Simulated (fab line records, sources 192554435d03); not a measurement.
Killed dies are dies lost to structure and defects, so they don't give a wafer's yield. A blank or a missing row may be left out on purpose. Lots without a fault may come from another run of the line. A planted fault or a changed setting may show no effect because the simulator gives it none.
fab line records | flow n5_finfet
record lots=6 wafers=16 last_day=17
route steps=1938 shown BEOL_M11@1575 PASSIVATION@1936
lots that met no fault: from a run of the same line without faults
start_h: hours from the record's first day to the start of the lot's first wafer shown | wait_h: hours since the lot's step before | " the same as in the row above | L1.1+2: a row that stands for several wafers | - no value, or no start given | * or withheld: withheld | < > ~ a bound
route shown NAME@n: a module of which the file shows steps, and the number in the route of the first | usual: mean/standard deviation of fault-free wafers | same: alike in all rows | chamber/n: place in a boat | sites: the reading at each site | _std_site: their standard deviation | _edge_site: outer sites' mean less inner sites' | radius_mm: how far each site lies from the wafer's centre | mask NAME#n: copy n | behind: the tool/chamber that last shaped the wafer | hold: why the lot was held/for how many hours/how that ended | device: the transistor (n, p or np) that didn't switch | end of line: the same wafers' tests at the end of the route | a step without rows: its recipe alone | killed: dies lost to structure and defects at the first sort, not the wafer's yield | map: a wafer's dies, x killed, . not, _ none there
set.NAME: the setting as run; set.NAME@STEP: as run at that earlier step | model.NAME: the simulator's own value behind a step, which no gauge read
lots at some steps of the route; a table a step, a row a wafer
services: from which hour (start_h, from the record's first day; less than 0 if before it) a tool's chamber was out of use, for how many hours, and why
## steps
# step N5_BEOL_M11_VIA_ETCH_34
# recipe chemistry=C4F6/O2 target=SiCOH_lowk target_depth_a=1845 mask_material=SOC taper_deg=4 time_s=69.2 ion_energy_ev=250 pressure_mtorr=30 source_w=345 bias_w=185 Ar_flow_sccm=300 C4F6_flow_sccm=10 O2_flow_sccm=10
# usual drypump_motor_current_A=5.8/0.54 oes_o_777_au=0.81/0.073 oes_product_au=0.81/0.083 rf_vpp_V=659/19 showerhead_plenum_p_Torr=2.82/0.073 throttle_valve_pct=20.85/0.24
# columns lot.wafer tool chamber start_h wait_h drypump_motor_current_A oes_o_777_au oes_product_au rf_hours_counter_h rf_vpp_V showerhead_plenum_p_Torr throttle_valve_pct
L896.2 rie_diel-05 2 244.67 0.0 5.7 0.81 0.85 67 674 2.86 20.40
L896.3 " 3 " " 5.5 0.95 0.94 31 666 2.91 20.89
L896.4 " 0 " " 6.4 0.79 0.75 123 628 2.74 21.01
L900.1 rie_diel-01 1 274.63 0.0 5.7 0.95 0.96 7 667 3.02 20.62
L900.2 " 0 " " 6.0 0.75 0.72 186 686 2.83 21.03
L900.4 " 2 " " 5.6 0.82 0.83 67 657 2.77 20.79
L906.2 rie_diel-03 2 306.80 0.0 5.2 0.73 0.71 238 684 2.82 21.18
L906.3 " 3 " " 6.4 0.87 0.87 62 658 2.75 20.39
L904.3 rie_diel-05 3 313.71 0.0 5.5 0.91 0.90 52 664 2.90 20.92
L904.4 " 1 " " 5.4 0.76 0.76 - 662 2.88 20.70
L910.4 rie_diel-03 1 332.53 0.0 4.7 0.81 0.83 74 655 2.77 21.06
L910.5 " 0 " " 6.5 0.88 0.90 - 651 2.83 20.97
L910.6 " 3 " " 6.4 0.86 0.85 - 658 2.75 20.40
L913.1 rie_diel-05 0 360.99 0.0 6.4 0.76 0.74 154 628 2.73 21.06
L913.3 " 3 " " 5.5 0.89 0.87 68 663 2.89 20.95
L913.4 " 1 " " 5.5 0.76 0.76 101 663 2.87 20.72
# step N5_BEOL_M11_STRIP_73
# recipe chemistry=C4F6/O2 resist=SiARC rf_frequency_hz=6e+07
# step N5_BEOL_M11_STRIP_36
# recipe chemistry=N2/H2 power_w=450 temp_c=40 pressure_mtorr=20 rf_frequency_hz=6e+07 overash_fraction=0.3 bias_power_w=7 h2_frac=0.5 n2_flow_sccm=200 h2_flow_sccm=200
# usual bias_power_w=6.999/0.022 drypump_motor_current_A=5.8/0.55 oes_product_au=0.81/0.081 rf_vpp_V=59.2/1.9 showerhead_plenum_p_Torr=2.51/0.068 temp_c=40.00/0.12 throttle_valve_pct=23.6/0.31
# columns lot.wafer tool chamber start_h wait_h bias_power_w drypump_motor_current_A oes_product_au rf_hours_counter_h rf_vpp_V showerhead_plenum_p_Torr temp_c throttle_valve_pct
L896.2 rie_diel-05 2 244.73 0.0 7.015 5.8 0.84 67 61.7 2.57 40.05 23.5
L896.3 " 3 " " 7.037 5.5 0.91 31 56.5 2.62 39.94 24.1
L896.4 " 0 " " 7.033 6.4 0.77 123 56.1 2.46 40.10 24.1
L900.1 rie_diel-01 1 274.69 0.0 6.984 5.7 0.94 7 60.7 2.70 40.10 23.3
L900.2 " 0 " " 6.962 6.0 0.72 186 60.8 2.51 40.11 23.6
L900.4 " 2 " " 6.974 5.6 0.85 67 58.6 2.45 39.77 23.3
L906.2 rie_diel-03 2 306.86 0.0 6.964 5.2 0.69 238 60.4 2.49 40.05 24.1
L906.3 " 3 " " 7.020 6.4 0.84 62 58.1 2.49 39.97 23.8
L904.3 rie_diel-05 3 313.78 0.0 6.988 5.5 0.88 52 61.1 2.61 40.21 24.0
L904.4 " 1 " " 6.980 5.4 0.76 - 57.9 2.55 40.06 23.2
L910.4 rie_diel-03 1 332.59 0.0 6.997 4.7 0.85 74 62.3 2.48 39.91 24.0
L910.5 " 0 " " 7.018 6.6 0.93 - 58.4 2.47 39.80 23.2
L910.6 " 3 " " 7.015 6.4 0.86 - 58.3 2.49 39.98 23.7
L913.1 rie_diel-05 0 361.06 0.0 6.982 6.4 0.75 154 62.1 2.45 39.84 24.1
L913.3 " 3 " " 6.999 5.5 0.88 68 59.1 2.60 40.05 24.1
L913.4 " 1 " " 7.010 5.4 0.77 101 59.2 2.54 39.97 23.3
# step N5_BEOL_M11_TRENCH_ETCH_37
# recipe chemistry=C4F6/O2 target_depth_a=1488.3 target=SiCOH_lowk time_s=48 ion_energy_ev=250 pressure_mtorr=30 source_w=345 bias_w=185 Ar_flow_sccm=300 C4F6_flow_sccm=10 O2_flow_sccm=10
# usual drypump_motor_current_A=5.8/0.54 oes_o_777_au=0.81/0.072 oes_product_au=0.81/0.082 rf_vpp_V=659/19 showerhead_plenum_p_Torr=2.82/0.073 throttle_valve_pct=20.88/0.24
# columns lot.wafer tool chamber start_h wait_h drypump_motor_current_A oes_o_777_au oes_product_au rf_hours_counter_h rf_vpp_V showerhead_plenum_p_Torr throttle_valve_pct
L896.2 rie_diel-05 2 - - 5.8 0.81 0.85 67 675 2.86 20.43
L896.3 " 3 " " 5.5 0.95 0.94 31 666 2.91 20.95
L896.4 " 0 " " 6.4 0.79 0.76 123 628 2.74 21.05
L900.1 rie_diel-01 1 - - 5.7 0.95 0.96 7 665 3.02 20.64
L900.2 " 0 " " 6.0 0.75 0.71 186 684 2.83 21.04
L900.4 " 2 " " 5.6 0.81 0.82 67 657 2.77 20.84
L906.2 rie_diel-03 2 - - 5.2 0.73 0.71 238 682 2.82 21.19
L906.3 " 3 " " 6.4 0.88 0.87 62 658 2.75 20.42
L904.3 rie_diel-05 3 - - 5.5 0.92 0.90 52 666 2.90 20.97
L904.4 " 1 " " 5.4 0.77 0.76 - 662 2.88 20.74
L910.4 rie_diel-03 1 - - 4.7 0.83 0.83 74 655 2.77 21.08
L910.5 " 0 " " 6.6 0.88 0.90 - 650 2.83 21.00
L910.6 " 3 " " 6.4 0.86 0.85 - 657 2.75 20.44
L913.1 rie_diel-05 0 - - 6.4 0.77 0.73 154 629 2.73 21.06
L913.3 " 3 " " 5.5 0.90 0.88 68 664 2.89 20.96
L913.4 " 1 " " 5.4 0.76 0.76 101 660 2.88 20.75
# step N5_BEOL_M11_ETCH_41
# recipe chemistry=CH3F/O2 target=SiCN target_depth_a=426 taper_deg=2 time_s=86 ion_energy_ev=120 mask_material=TiN pressure_mtorr=30 source_w=395 bias_w=75 Ar_flow_sccm=150 CH3F_flow_sccm=30 O2_flow_sccm=20
# usual drypump_motor_current_A=5.8/0.54 oes_product_au=0.81/0.082 rf_vpp_V=296.8/1.3 showerhead_plenum_p_Torr=1.98/0.054 throttle_valve_pct=16.24/0.24
# columns lot.wafer tool chamber start_h wait_h drypump_motor_current_A oes_product_au rf_hours_counter_h rf_vpp_V showerhead_plenum_p_Torr throttle_valve_pct
L896.2 rie_diel-05 2 - - 5.7 0.84 67 297.5 2.01 15.89
L896.3 " 3 " " 5.5 0.94 31 298.1 2.04 16.21
L896.4 " 0 " " 6.4 0.77 123 295.9 1.92 16.41
L900.1 rie_diel-01 1 - - 5.7 0.96 7 298.7 2.13 15.96
L900.2 " 0 " " 6.0 0.72 186 296.7 1.99 16.48
L900.4 " 2 " " 5.6 0.82 67 295.3 1.94 16.18
L906.2 rie_diel-03 2 - - 5.2 0.71 238 298.7 1.98 16.59
L906.3 " 3 " " 6.4 0.87 62 294.9 1.93 15.78
L904.3 rie_diel-05 3 - - 5.5 0.90 52 297.2 2.04 16.26
L904.4 " 1 " " 5.4 0.76 - 297.5 2.02 16.13
L910.4 rie_diel-03 1 - - 4.7 0.84 75 296.6 1.94 16.42
L910.5 " 0 " " 6.6 0.90 - 296.9 1.98 16.22
L910.6 " 3 " " 6.4 0.86 - 297.2 1.93 15.82
L913.1 rie_diel-05 0 - - 6.4 0.74 154 295.3 1.91 16.48
L913.3 " 3 " " 5.5 0.87 68 297.7 2.03 16.30
L913.4 " 1 " " 5.4 0.77 101 296.8 2.02 16.15
# step N5_BEOL_M11_STRIP_77
# recipe chemistry=N2/H2 time_s=10 power_w=450 temp_c=40 pressure_mtorr=20 rf_frequency_hz=6e+07 bias_power_w=7 n2_flow_sccm=200 h2_flow_sccm=200
# step N5_BEOL_M11_OCD_MEAS_38
# usual trench_depth_nm=150/4.4
# columns lot.wafer tool chamber start_h wait_h trench_depth_nm
L896.2 ocd-02 - 244.95 - 148
L896.3 " - " " 158
L896.4 " - " " 149
L900.1 ocd-02 - 274.91 - 154
L900.2 " - " " 145
L900.4 " - " " 147
L906.2 ocd-01 - 307.08 - 153
L906.3 " - " " 158
L904.3 ocd-02 - 314.00 - 155
L904.4 " - " " 141
L910.4 ocd-02 - 332.82 - 149
L910.5 " - " " 153
L910.6 " - " " 156
L913.1 ocd-02 - 361.28 - 149
L913.3 " - " " 156
L913.4 " - " " 144
# step N5_BEOL_M11_HM_STRIP_39
# recipe chemistry=peroxide_tin_strip material=TiN target_depth_a=250 temp_c=50 time_s=158
# step N5_BEOL_M11_SRD_40
# recipe time_s=30 temp_c=23 rinse_liquid=diw dry=ipa_marangoni
# step N5_BEOL_M11_PRECLEAN_42
# recipe chemistry=residue_remover time_s=60 temp_c=40
# step N5_BEOL_M11_SRD_43
# recipe time_s=30 temp_c=23 rinse_liquid=diw dry=ipa_marangoni
# step N5_BEOL_M11_CD_MEAS_35
# recipe target_cd_nm=70 polarity=opening
# usual cd_nm=70.5/1.1
# columns lot.wafer tool chamber start_h wait_h cd_nm
L896.2 cd_sem-03 - 245.11 0.0 70.8
L896.3 " - " " 71.2
L896.4 " - " " 70.8
L900.1 cd_sem-02 - 275.07 0.0 71.5
L900.2 " - " " 70.8
L900.4 " - " " 71.0
L906.2 cd_sem-02 - 307.24 0.0 70.3
L906.3 " - " " 69.9
L904.3 cd_sem-03 - 314.20 0.0 71.4
L904.4 " - " " 70.1
L910.4 cd_sem-02 - 332.97 0.0 70.6
L910.5 " - " " 71.7
L910.6 " - " " 71.4
L913.1 cd_sem-01 - 361.44 0.0 69.8
L913.3 " - " " 72.0
L913.4 " - " " 69.9
# step N5_BEOL_M11_CURE_72
# recipe temp_c=370 time_s=120 ambient=DMADMS/He material=SiCOH_lowk
# usual lamp_power_pct=52.31/0.062 run_length_s=179.1/1.7 wafer_temp_C_max=371.5/0.63
# columns lot.wafer tool chamber start_h wait_h lamp_power_pct run_length_s wafer_temp_C_max
L896.2 uv_cure-03 0 245.20 0.1 52.32 178.6 371.4
L896.3 " 0 " " 52.26 178.6 372.6
L896.4 " 0 " " 52.41 178.8 372.0
L900.1 uv_cure-01 0 275.11 0.0 52.32 177.7 371.3
L900.2 " 0 " " 52.29 177.9 371.5
L900.4 " 0 " " 52.33 177.8 371.0
L906.2 uv_cure-01 2 307.55 0.3 52.32 189.1 370.9
L906.3 " 2 " " 52.23 189.0 371.0
L904.3 uv_cure-01 1 314.57 0.4 52.29 190.6 373.0
L904.4 " 1 " " 52.19 178.6 373.0
L910.4 uv_cure-03 0 333.63 0.7 52.29 178.9 371.4
L910.5 " 0 " " 52.24 178.4 371.5
L910.6 " 0 " " 52.32 178.6 371.8
L913.1 uv_cure-03 1 361.48 0.0 52.38 177.9 372.1
L913.3 " 1 " " 52.26 177.6 371.8
L913.4 " 1 " " 52.34 177.8 371.2
# step N5_BEOL_M11_DEGAS_44
# recipe ambient=vacuum temp_c=250 time_s=60
# usual heater_power_w=324/36
# columns lot.wafer tool chamber start_h wait_h heater_power_w
L896.2 pvd_sputter-01 - 245.88 0.6 343
L896.3 " - " " 338
L896.4 " - " " 351
L900.1 pvd_sputter-02 - 275.52 0.4 261
L900.2 " - " " 288
L900.4 " - " " 353
L906.2 pvd_sputter-03 - 307.88 0.3 279
L906.3 " - " " 366
L904.3 pvd_sputter-01 - 314.91 0.3 350
L904.4 " - " " 343
L910.4 pvd_sputter-01 - 334.06 0.4 359
L910.5 " - " " 356
L910.6 " - " " 345
L913.1 pvd_sputter-03 - 361.88 0.3 365
L913.3 " - " " 321
L913.4 " - " " 314
# step N5_PASSIVATION_PROBE_49
# usual defect_limited_yield=91.3/1.5 killed_at_M0_to_M3=35/8.7 killed_at_M4_up=14/5.5 killed_at_contacts=11/5.6 killed_at_front_end=39/13 killed_at_other=3.7/2.2 killed_dies=103/18 killed_open=69/14 killed_short=33/7.8 sort_bin_4_leakage=0.02/0.15 sort_bin_5_function=5.1/0.99 sort_bin_6_memory=3.3/0.67 sort_bin_8_speed=0.02/0.17 sort_n_pass=1077/18 sort_yield_pct=91.2/1.5
# same gross_dies=1180 killed_at_back_side=0
# columns lot.wafer tool chamber start_h wait_h defect_limited_yield[%] killed_at_M0_to_M3 killed_at_M4_up killed_at_contacts killed_at_front_end killed_at_other killed_dies killed_open killed_short sort_bin_4_leakage[%] sort_bin_5_function[%] sort_bin_6_memory[%] sort_bin_8_speed[%] sort_n_pass sort_yield_pct[%]
L896.2 prober-02 - 293.46 0.1 91.9 47 13 5 28 2 95 60 35 0 5.1 2.8 0 1085 91.9
L896.3 prober-02 - 293.51 0.1 93.1 29 20 5 27 0 81 57 24 0 3.6 3.2 0 1099 93.1
L896.4 prober-02 - 293.56 0.2 95.0 22 11 6 15 5 59 38 21 0 2.0 2.9 0 1121 95.0
L900.1 prober-01 - 312.86 0.0 93.2 20 11 16 33 0 80 56 24 0 4.2 2.1 0 1100 93.2
L900.2 prober-01 - 312.91 0.1 88.3 37 12 22 63 4 138 99 34 0 6.6 4.2 0 1042 88.3
L900.4 prober-01 - 313.01 0.2 91.4 31 18 8 40 5 102 72 30 0 4.7 3.6 0 1078 91.4
L906.2 prober-02 - 350.83 0.1 89.2 55 16 12 43 1 127 88 37 0 6.6 3.8 0 1053 89.2
L906.3 prober-02 - 350.88 0.1 88.5 51 10 7 67 1 136 93 41 0 6.7 4.2 0 1044 88.5
L904.4 prober-02 - 356.21 0.2 88.4 34 19 22 59 3 137 95 42 0 7.4 4.0 0 1043 88.4
L910.4 prober-02 - 377.76 0.2 92.4 33 9 12 33 3 90 51 37 0 3.7 3.5 0 1090 92.4
L910.5 prober-02 - 377.81 0.2 92.6 32 9 9 32 5 87 52 32 0 3.6 3.4 0 1093 92.6
L910.6 prober-02 - 377.86 0.3 91.6 43 7 10 33 6 99 59 39 0 5.5 2.3 0 1081 91.6
L913.1 prober-01 - 413.40 0.0 90.3 27 14 16 57 1 115 80 34 0 5.3 4.2 0 1065 90.3
L913.3 prober-01 - 413.50 0.1 91.9 29 20 5 42 0 96 69 24 0 4.5 3.2 0.17 1082 91.7
L913.4 prober-01 - 413.55 0.2 91.9 32 11 11 42 0 96 71 22 0 4.5 3.5 0 1084 91.9
# killed by level:class
L896.2 BEOL_M0_SAQP:geometric_particle:open=19 BEOL_M0_SAQP:geometric_particle:short=17 BEOL_M4:geometric_particle:open=6 FIN_SAQP:geometric_particle:open=5 BEOL_M1:geometric_particle:open=5 STARTING-WAFER:geometric_particle:open=5 FIN_SAQP:geometric_particle:short=4 BEOL_M6:geometric_particle:open=3
L896.3 BEOL_M0_SAQP:geometric_particle:short=9 BEOL_M2:geometric_particle:open=8 BEOL_M4:geometric_particle:open=8 BEOL_M3:geometric_particle:open=7 STI_FIN_REVEAL:geometric_particle:open=6 MOL_CONTACT_COAG:geometric_particle:open=5 GATE_CUT:geometric_particle:open=5 BEOL_M5:geometric_particle:open=5
L896.4 BEOL_M0_SAQP:geometric_particle:short=9 MOL_CONTACT_COAG:geometric_particle:open=6 BEOL_M0_SAQP:geometric_particle:open=6 BEOL_M4:geometric_particle:open=5 PASS1_CAP:geometric_particle:open=5 FIN_SAQP:geometric_particle:open=3 GATE_CUT:geometric_particle:short=3 BEOL_M2:geometric_particle:open=2
L900.1 MOL_CONTACT_COAG:geometric_particle:open=12 BEOL_M2:geometric_particle:open=7 STARTING-WAFER:geometric_particle:short=6 GATE_CUT:geometric_particle:open=5 DUMMY_GATE:geometric_particle:open=4 MOL_CONTACT_COAG:geometric_particle:short=4 BEOL_M1:geometric_particle:open=4 BEOL_M7:geometric_particle:open=4
L900.2 FIN_SAQP:geometric_particle:open=17 MOL_CONTACT_COAG:geometric_particle:open=15 BEOL_M2:geometric_particle:open=12 DUMMY_GATE:geometric_particle:open=11 BEOL_M3:geometric_particle:open=10 GATE_CUT:geometric_particle:short=7 MOL_CONTACT_COAG:geometric_particle:short=7 FIN_SAQP:geometric_particle:short=5
L900.4 DUMMY_GATE:geometric_particle:open=12 BEOL_M1:geometric_particle:open=10 MOL_CONTACT_COAG:geometric_particle:open=7 GATE_CUT:geometric_particle:short=6 BEOL_M2:geometric_particle:open=6 FIN_SAQP:geometric_particle:open=5 BEOL_M0_SAQP:geometric_particle:short=5 BEOL_M4:geometric_particle:open=5
L906.2 BEOL_M0_SAQP:geometric_particle:open=17 BEOL_M3:geometric_particle:open=11 MOL_CONTACT_COAG:geometric_particle:open=10 BEOL_M0_SAQP:geometric_particle:short=8 FIN_SAQP:geometric_particle:open=7 FIN_SAQP:geometric_particle:short=7 STI_FIN_REVEAL:geometric_particle:open=6 BEOL_M2:geometric_particle:open=6
L906.3 BEOL_M0_SAQP:geometric_particle:open=15 BEOL_M2:geometric_particle:open=13 BEOL_M0_SAQP:geometric_particle:short=13 FIN_SAQP:geometric_particle:open=12 FIN_SAQP:geometric_particle:short=8 STI_FIN_REVEAL:geometric_particle:open=8 DUMMY_GATE:geometric_particle:open=8 ILD0:geometric_particle:short=8
L904.4 STI_FIN_REVEAL:geometric_particle:open=23 FIN_SAQP:geometric_particle:open=18 MOL_CONTACT_COAG:geometric_particle:open=14 BEOL_M4:geometric_particle:open=13 BEOL_M0_SAQP:geometric_particle:short=12 MOL_CONTACT_COAG:geometric_particle:short=8 BEOL_M3:geometric_particle:open=7 BEOL_M0_SAQP:geometric_particle:open=7
L910.4 FIN_SAQP:geometric_particle:short=10 MOL_CONTACT_COAG:geometric_particle:open=10 BEOL_M0_SAQP:geometric_particle:short=9 BEOL_M2:geometric_particle:open=8 DUMMY_GATE:geometric_particle:open=6 BEOL_M1:geometric_particle:open=5 FIN_SAQP:geometric_particle:open=4 BEOL_M0_SAQP:geometric_particle:open=4
L910.5 MOL_CONTACT_COAG:geometric_particle:open=8 BEOL_M0_SAQP:geometric_particle:short=8 STI_FIN_REVEAL:geometric_particle:open=7 FIN_SAQP:geometric_particle:open=6 BEOL_M2:geometric_particle:open=6 FIN_SAQP:geometric_particle:short=5 DUMMY_GATE:geometric_particle:open=5 BEOL_M0_SAQP:geometric_particle:open=5
L910.6 BEOL_M2:geometric_particle:open=14 BEOL_M0_SAQP:geometric_particle:open=11 FIN_SAQP:geometric_particle:short=10 MOL_CONTACT_COAG:geometric_particle:open=8 BEOL_M0_SAQP:geometric_particle:short=6 BEOL_M2:geometric_particle:short=4 FIN_SAQP:geometric_particle:open=3 DUMMY_GATE:geometric_particle:open=3
L913.1 FIN_SAQP:geometric_particle:open=26 MOL_CONTACT_COAG:geometric_particle:open=13 FIN_SAQP:geometric_particle:short=9 STI_FIN_REVEAL:geometric_particle:open=7 BEOL_M0_SAQP:geometric_particle:short=7 BEOL_M3:geometric_particle:open=6 BEOL_M4:geometric_particle:open=5 ILD0:geometric_particle:open=4
L913.3 FIN_SAQP:geometric_particle:open=19 BEOL_M3:geometric_particle:open=9 FIN_SAQP:geometric_particle:short=7 BEOL_M0_SAQP:geometric_particle:open=7 BEOL_M4:geometric_particle:open=7 MOL_CONTACT_COAG:geometric_particle:open=5 BEOL_M0_SAQP:geometric_particle:short=5 BEOL_M5:geometric_particle:open=5
L913.4 FIN_SAQP:geometric_particle:open=18 BEOL_M3:geometric_particle:open=14 MOL_CONTACT_COAG:geometric_particle:open=9 STI_FIN_REVEAL:geometric_particle:open=6 FIN_SAQP:geometric_particle:short=5 BEOL_M1:geometric_particle:open=5 BEOL_M3:geometric_particle:short=5 BEOL_M5:geometric_particle:open=4
## services
# columns tool chamber start_h hours kind
rie_diel-05 1 223.62 5.1 repair
rie_diel-01 1 235.70 - clean
rie_diel-01 1 235.70 - consumable_replace:focus_ring
rie_diel-01 1 235.70 - consumable_replace:showerhead
rie_diel-01 1 235.70 14.6 scheduled_down
rie_diel-01 1 235.70 14.6 vent_cycle
uv_cure-01 - 247.66 8.7 repair
rie_diel-01 3 248.54 4.6 repair
rie_diel-03 - 271.79 0.6 repair
pvd_sputter-03 - 277.53 2.1 repair
rie_diel-05 2 312.96 1.2 repair
rie_diel-05 0 325.26 13.9 repair
uv_cure-03 - 325.84 1.0 pm
uv_cure-03 - 326.84 2.8 pm
rie_diel-05 1 332.19 21.8 repair
uv_cure-03 - 335.64 14.6 pm
rie_diel-03 2 344.44 - clean
rie_diel-03 2 344.44 - consumable_replace:focus_ring
rie_diel-03 2 344.44 12.0 scheduled_down
rie_diel-03 2 344.44 12.0 vent_cycle
uv_cure-03 - 350.38 1.5 repair
rie_diel-01 1 350.76 4.5 repair
rie_diel-03 3 355.96 5.1 repair
uv_cure-03 - 361.79 6.0 pm
## key
first_sign step=N5_BEOL_M11_CURE_72 reading=run_length_s direction=up sigmas=6.1 usual=* struck=*
effect none on later readings
met_at N5_BEOL_M11_CURE_72
struck_wafers L904.3,L906.2,L906.3
onset_between 275.11 307.55
fault kind=process_parameter_drift tool=uv_cure-01 chamber=- onset_h=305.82 steps=N5_BEOL_M11_CURE_72 channel=time_s offset=* shape=step end_h=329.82 scope=struck_wafers_only acts_in=* stated=*
